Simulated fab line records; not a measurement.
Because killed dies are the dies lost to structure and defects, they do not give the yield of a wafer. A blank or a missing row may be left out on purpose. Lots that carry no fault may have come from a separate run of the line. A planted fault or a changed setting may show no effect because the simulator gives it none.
Comparing a struck lot with a sound one ; flow n5Finfet ; 44 out of 1938 route steps
Sound: the wafers L500.2, L500.4, L500.6. The struck wafers were L521.3, L521.4, L521.5. The cause is named last.
At each step with rows: each side's tool, then ch and its chambers, then its first start. Under that, the readings that differ: sound wafers ; struck wafers ; difference of the means ; sigmas: that difference in standard deviations of wafers without a fault.
alike: same words and numbers on both sides, and readings whose means sit less than 2 such deviations apart. not compared: any withheld reading, any reading some wafer has no value for, any bound like >300 that may hide the same value, and any number with overlapping values for which the record gives no deviation.
Wherever a step has rows on one side only, a row that says differs or no value, or a row with sigmas, the two part there. When numbers do not overlap yet have no deviation, they are printed without sigmas and do not part them. Lack of a reading on every wafer of one side parts them only where that side has two or more wafers.

first, 7 steps without rows for these wafers: N5_WELL_APT_COAT_02 (resist thk 950 nm); N5_WELL_APT_EBR_04; N5_WELL_APT_SOFTBAKE_03 (time 60 s); N5_WELL_APT_EXPOSE_05 (exposes mask NWELL, defocus 0 nm, target cd 200 nm); N5_WELL_APT_PEB_06 (peb time 90 s); N5_WELL_APT_DEVELOP_07 (develop time 45 s); N5_WELL_APT_HARDBAKE_12 (time 120 s).
N5_WELL_APT_CD_MEAS_08: the cd target is 200 nm.
  sound on cdSem-01 ch 0, day 1 19:34; struck on cdSem-02 ch 0, day 7 01:34
  alike: cdNm
N5_WELL_APT_OVL_MEAS_09:
  sound on overlay-02 ch 0, day 1 19:35; struck on overlay-01 ch 0, day 7 01:35
  alike: NWELL_OVL
N5_WELL_APT_INSPECT_10: inspects for defects (macro).
  sound on defectInspect-01 at day 1 19:37; struck on defectInspect-02 at day 7 01:37
  alike: rawDefectCount
N5_WELL_APT_DESCUM_13: chemistry O2, time 7.9 s.
  sound on rieDiel-06 ch 0,1,3, day 1 20:01; struck on rieDiel-01 ch 1,2,3, day 7 02:10
  alike: drypumpMotorCurrentA, oesProductAu, rfVppV, showerheadPlenumPTorr, throttleValvePct
  not compared: rfHoursCounterH
after that, 1 step had no rows for these wafers: N5_WELL_APT_IMPLANT_14.
N5_WELL_APT_IMPLANT_15:
  sound on implanter-02 ch 0, day 1 20:19; struck on implanter-01 ch 0, day 7 02:30
reading;sound;struck;difference;sigmas
doseIonsCm2;1.4995e+13 1.5006e+13 1.499e+13;2.1536e+13 2.1519e+13 2.1527e+13;+6.5303e+12;+99 or more
faradayCurrentUA;195 193 191;272 278 276;+82;+22
then, 9 steps without rows for these wafers: N5_WELL_APT_STRIP_16 (strips in SPM, time 900 s); N5_WELL_APT_HMDS_18 (time 60 s); N5_WELL_APT_COAT_19 (resist thk 950 nm); N5_WELL_APT_EBR_21; N5_WELL_APT_SOFTBAKE_20 (time 60 s); N5_WELL_APT_EXPOSE_22 (exposes mask PWELL, defocus 0 nm, target cd 200 nm); N5_WELL_APT_PEB_23 (peb time 90 s); N5_WELL_APT_DEVELOP_24 (develop time 45 s); N5_WELL_APT_HARDBAKE_29 (time 120 s).
N5_WELL_APT_CD_MEAS_25: the cd target is 200 nm.
  sound on cdSem-01 ch 0, day 1 21:23; struck on cdSem-02 ch 0, day 7 03:12
  alike: cdNm
N5_WELL_APT_OVL_MEAS_26:
  sound on overlay-01 ch 0, day 1 21:25; struck on overlay-01 ch 0, day 7 03:13
  alike: PWELL_OVL
N5_WELL_APT_INSPECT_27: inspects for defects (macro).
  sound on defectInspect-01 at day 1 21:26; struck on defectInspect-02 at day 7 03:15
  alike: rawDefectCount
N5_WELL_APT_DESCUM_30: chemistry O2, time 7.9 s.
  sound on rieDiel-01 ch 0,2, day 1 21:29; struck on rieDiel-01 ch 0,3, day 7 03:17
  alike: drypumpMotorCurrentA, oesProductAu, rfVppV, showerheadPlenumPTorr, throttleValvePct
  not compared: rfHoursCounterH
then, 3 steps without rows for these wafers: N5_WELL_APT_IMPLANT_31; N5_WELL_APT_IMPLANT_32; N5_WELL_APT_STRIP_33 (strips in SPM, time 900 s).
N5_WELL_APT_RTA_34: time 10 s.
  sound on rtpAnneal-02 ch 0, day 1 22:16; struck on rtpAnneal-02 ch 0, day 7 04:05
  alike: lampPowerPct, lamp_zone_6_pct, wafer_temp_C_max
then, 4 steps without rows for these wafers: N5_WELL_APT_OXIDE_STRIP_42 (strips SiO2 in dHF, time 45 s, target depth 12 nm); N5_WELL_APT_PRECLEAN_36 (cleans in O3/DIW, time 45 s); N5_WELL_APT_PRECLEAN_39 (cleans in dHF, time 60 s); N5_WELL_APT_SRD_37 (time 30 s).
N5_WELL_APT_EPI_41: deposits Si from SiH4/H2, target thk 50 nm, time 297.7 s.
  sound on epiRpcvd-04 ch 0, day 1 22:37; struck on epiRpcvd-04 ch 0, day 7 04:33
  alike: throttleValvePct
N5_WELL_APT_INSPECT_38: inspects for defects (darkfield).
  sound on defectInspect-02 at day 1 23:19; struck on defectInspect-01 at day 7 05:07
  alike: rawDefectCount
N5_PMOS_HMC_CHANNEL_EPI_HM_DEP_34: deposits SiO2 from TEOS/O2, target thk 36 nm, time 6.9 s.
  sound on pecvd-03 ch 0,2, day 1 23:21; struck on pecvd-04 ch 0,1,2, day 7 05:09
  alike: heaterPowerW, showerheadPlenumPTorr, throttleValvePct
then, 5 steps without rows for these wafers: N5_PMOS_HMC_CHANNEL_EPI_COAT_31 (time 60 s, resist thk 66 nm); N5_PMOS_HMC_CHANNEL_EPI_COAT_03 (resist thk 205 nm); N5_PMOS_HMC_CHANNEL_EPI_EBR_05; N5_PMOS_HMC_CHANNEL_EPI_SOFTBAKE_04 (time 60 s); N5_PMOS_HMC_CHANNEL_EPI_EXPOSE_06 (exposes mask PMOS HMC BLK, target cd 240 nm).
-- the record jumps here: 6 days lie between the struck wafers' starts before and after (it left off in module PMOS_HMC_CHANNEL_EPI and takes up again in module BEOL_M4, whose first step shown is number 1111 of the route) --
N5_BEOL_M4_RC_MEAS_101:
  sound on prober-02 ch 0, day 8 11:43; struck on prober-02 ch 0, day 13 10:29
reading;sound;struck;difference;sigmas
CJ_P;6.04 6.15 6.02;6.85 7.31 7.18;+1.04;+6
DIBL_N (mV/V);36.0 35.7 34.0;40.3 40.2 36.1;+3.6;+2
  alike: DIBL_P, IOFF_N, IOFF_P, ION_N, ION_P, SS_N, SS_P, VT_N, VT_P
after that, 1 step had no rows for these wafers: N5_PASSIVATION_PROBE_49.

WHERE THEY PART
At N5_WELL_APT_IMPLANT_15 first; at N5_BEOL_M4_RC_MEAS_101 last (within this record only).

WHY: what had been put in by the simulator
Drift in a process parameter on implanter-01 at N5_WELL_APT_IMPLANT_15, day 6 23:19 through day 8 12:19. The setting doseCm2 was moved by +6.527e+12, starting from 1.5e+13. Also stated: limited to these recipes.
